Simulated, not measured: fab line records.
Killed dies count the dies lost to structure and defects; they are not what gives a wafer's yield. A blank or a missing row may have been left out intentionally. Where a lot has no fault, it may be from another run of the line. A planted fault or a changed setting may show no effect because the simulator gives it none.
What tool caused it?	flow nandHarc	Sampling: 14 lots, 42 wafers, 5 of 1302 route steps

## WHAT THE GAUGES READ, wafer by wafer
NHARC_A_ONON_D1_THK_MEAS_30: measures by ellipsometry. Usual: 999 nm for thkNm, sd 10.
lot	measured	on	thkNm (nm)	flag
L281	day 8 04:26	filmMetro-02	1001 1001 1001	
L282	day 8 08:53	filmMetro-01	1007 1006 1006	
L283	day 9 06:05	filmMetro-01	992 992 992	
L284	day 9 06:05	filmMetro-02	1001 1002 1002	
L286	day 10 02:31	filmMetro-01	1011 1013 1010	
L287	day 11 01:58	filmMetro-01	988 988 988	
L288	day 11 01:57	filmMetro-02	994 994 994	
L293	day 13 07:08	filmMetro-02	1062 1063 1062	OFF
L294	day 13 16:23	filmMetro-01	1079 1080 1079	OFF
L296	day 14 09:01	filmMetro-01	1005 1006 1006	
L298	day 15 06:49	filmMetro-02	992 991 991	
L302	day 17 00:04	filmMetro-01	997 995 997	
L303	day 17 11:39	filmMetro-01	997 997 996	
L304	day 18 05:55	filmMetro-02	994 994 993	

NHARC_A_CHANNEL_HOLE_D1_CD_MEAS_18. Usual: 99.6 nm for cdNm, sd 1.5.
lot	measured	on	cdNm (nm)	flag
L281	day 8 08:59	cdSem-03	101.4 98.1 99.7	
L282	day 8 13:39	cdSem-02	97.1 98.8 100.4	
L283	day 9 12:54	cdSem-03	98.3 99.3 99.8	
L284	day 9 14:32	cdSem-03	101.8 102.3 99.6	
L286	day 10 07:41	cdSem-02	101.6 101.5 99.2	
L287	day 11 08:23	cdSem-01	102.4 103.4 101.7	
L288	day 11 07:35	cdSem-03	100.5 100.0 99.2	
L296	day 14 13:35	cdSem-02	98.0 98.3 97.0	
L298	day 15 13:21	cdSem-02	100.8 97.7 98.5	
L302	day 17 06:46	cdSem-01	102.1 98.3 96.3	
L303	day 17 16:22	cdSem-03	99.6 101.4 99.4	
L304	day 18 10:35	cdSem-02	99.0 100.0 99.5	

## WHICH TOOL RAN EACH LOT (tool, then ch and the chambers of the sampled wafers, then the start)
lot	NHARC_P_BONDPAD_ANNEAL_28	NHARC_A_ONON_D1_DEP_28	NHARC_A_CHANNEL_HOLE_D1_DESCUM_15
L281	rtpAnneal-01 ch 0, day 6 15:26	pecvdOnon-01 ch 0, day 8 03:59	rieDiel-03 ch 0,1,3, day 8 07:53
L282	rtpAnneal-01 ch 0, day 6 20:44	pecvdOnon-02 ch 0, day 8 08:26	rieDiel-03 ch 0,1, day 8 12:32
L283	rtpAnneal-01 ch 0, day 7 14:47	pecvdOnon-01 ch 0, day 9 05:38	rieDiel-01 ch 0,3, day 9 11:43
L284	rtpAnneal-02 ch 0, day 7 18:32	pecvdOnon-04 ch 0, day 9 05:41	rieDiel-03 ch 0,3, day 9 13:25
L286	rtpAnneal-02 ch 0, day 8 13:32	pecvdOnon-01 ch 0, day 10 02:04	rieDiel-03 ch 2,3, day 10 06:35
L287	rtpAnneal-01 ch 0, day 9 07:19	pecvdOnon-01 ch 0, day 11 01:33	rieDiel-03 ch 1,2,3, day 11 06:59
L288	rtpAnneal-02 ch 0, day 9 15:22	pecvdOnon-04 ch 0, day 11 01:26	rieDiel-03 ch 1,2,3, day 11 06:28
L293	rtpAnneal-02 ch 0, day 11 17:04	pecvdOnon-01 ch 0, day 13 06:41	-
L294	rtpAnneal-01 ch 0, day 12 02:55	pecvdOnon-01 ch 0, day 13 15:56	-
L296	rtpAnneal-02 ch 0, day 12 18:15	pecvdOnon-02 ch 0, day 14 08:37	rieDiel-03 ch 0,2,3, day 14 12:29
L298	rtpAnneal-02 ch 0, day 13 18:53	pecvdOnon-02 ch 0, day 15 06:21	rieDiel-03 ch 0,2,3, day 15 12:15
L302	rtpAnneal-01 ch 0, day 15 10:31	pecvdOnon-01 ch 0, day 16 23:34	rieDiel-09 ch 1,2,3, day 17 05:25
L303	rtpAnneal-01 ch 0, day 15 22:58	pecvdOnon-04 ch 0, day 17 11:08	rieDiel-03 ch 2,3, day 17 15:16
L304	rtpAnneal-02 ch 0, day 16 13:21	pecvdOnon-02 ch 0, day 18 05:23	rieDiel-03 ch 0,2, day 18 09:19
- NHARC_P_BONDPAD_ANNEAL_28: time 90 s.
- NHARC_A_ONON_D1_DEP_28: target thk 1000 nm.
- NHARC_A_CHANNEL_HOLE_D1_DESCUM_15: chemistry O2, time 3 s.

## AS READ BY THE TOOLS THEMSELVES (means over the sampled wafers that have a number; for cases with no such wafer, the mark the record gives instead)
NHARC_P_BONDPAD_ANNEAL_28. Usual: 226.4 for wafer_temp_C_max, sd 0.49.
lot	tool	wafer_temp_C_max	flag
L281	rtpAnneal-01	227.2	
L282	rtpAnneal-01	226.6	
L283	rtpAnneal-01	226.8	
L284	rtpAnneal-02	225.9	
L286	rtpAnneal-02	225.9	
L287	rtpAnneal-01	226.7	
L288	rtpAnneal-02	226.0	
L293	rtpAnneal-02	225.6	
L294	rtpAnneal-01	226.6	
L296	rtpAnneal-02	225.8	
L298	rtpAnneal-02	226.1	
L302	rtpAnneal-01	226.7	
L303	rtpAnneal-01	226.9	
L304	rtpAnneal-02	226.0	

NHARC_A_ONON_D1_DEP_28. Usual: 499.7 sccm for nh3FlowSccm, sd 1.4.
lot	tool	nh3FlowSccm (sccm)	flag
L281	pecvdOnon-01	499.1	
L282	pecvdOnon-02	500.0	
L283	pecvdOnon-01	499.1	
L284	pecvdOnon-04	499.3	
L286	pecvdOnon-01	498.9	
L287	pecvdOnon-01	498.7	
L288	pecvdOnon-04	498.6	
L293	pecvdOnon-01	498.3	
L294	pecvdOnon-01	499.5	
L296	pecvdOnon-02	500.2	
L298	pecvdOnon-02	498.4	
L302	pecvdOnon-01	500.5	
L303	pecvdOnon-04	498.6	
L304	pecvdOnon-02	502.2	

NHARC_A_CHANNEL_HOLE_D1_DESCUM_15. Usual: drypumpMotorCurrentA 5.67 A, standard deviation 0.28; oesProductAu 1.001 a.u., standard deviation 0.0066; rfVppV 57.8 V, standard deviation 0.95; showerheadPlenumPTorr 1.92 Torr, standard deviation 0.08; throttleValvePct 11.310 %, standard deviation 0.0092.
lot	tool	drypumpMotorCurrentA (A)	oesProductAu (a.u.)	rfVppV (V)	showerheadPlenumPTorr (Torr)	throttleValvePct (%)	flag
L281	rieDiel-03	5.60	0.995	57.6	1.92	11.307	
L282	rieDiel-03	5.60	1.013	58.0	1.97	11.322	
L283	rieDiel-01	5.50	0.996	58.1	1.87	11.306	
L284	rieDiel-03	5.64	1.007	58.7	1.99	11.307	
L286	rieDiel-03	5.85	1.008	58.5	1.96	11.306	
L287	rieDiel-03	5.69	1.011	56.8	1.91	11.307	
L288	rieDiel-03	5.71	1.002	57.5	1.91	11.309	
L296	rieDiel-03	5.76	0.994	57.7	1.97	11.308	
L298	rieDiel-03	5.76	1.002	57.3	1.97	11.310	
L302	rieDiel-09	5.93	0.996	57.9	1.90	11.304	
L303	rieDiel-03	5.84	0.995	58.4	1.96	11.315	
L304	rieDiel-03	5.87	1.002	58.1	2.01	11.306	

## THE ANSWER, worked out from the rows above alone
Rule: a lot is off if the mean of its wafers that have a number lies more than 3 standard deviations from the usual mean. A lot without any number at a reading at which 4 lots or more have one is off too. Any other lot the step has rows for is counted as sound. Order of review: gauges by route order, followed by the tools' own readings, for which a lot's mean as printed above is used. The first step at which some lot is off is used, and at that step the reading that is off furthest; a lot without a number counts as furthest.
Off at NHARC_A_ONON_D1_THK_MEAS_30 (thkNm): L293, L294.
If a tool, at a process step before that reading, ran all the lots that are off and no sound lot after the first of them, it fits. Those tools and the gauges at NHARC_A_ONON_D1_THK_MEAS_30 are tried in the same way. Of those tried, none fits.

## WHAT HAD BEEN PUT IN BY THE SIMULATOR
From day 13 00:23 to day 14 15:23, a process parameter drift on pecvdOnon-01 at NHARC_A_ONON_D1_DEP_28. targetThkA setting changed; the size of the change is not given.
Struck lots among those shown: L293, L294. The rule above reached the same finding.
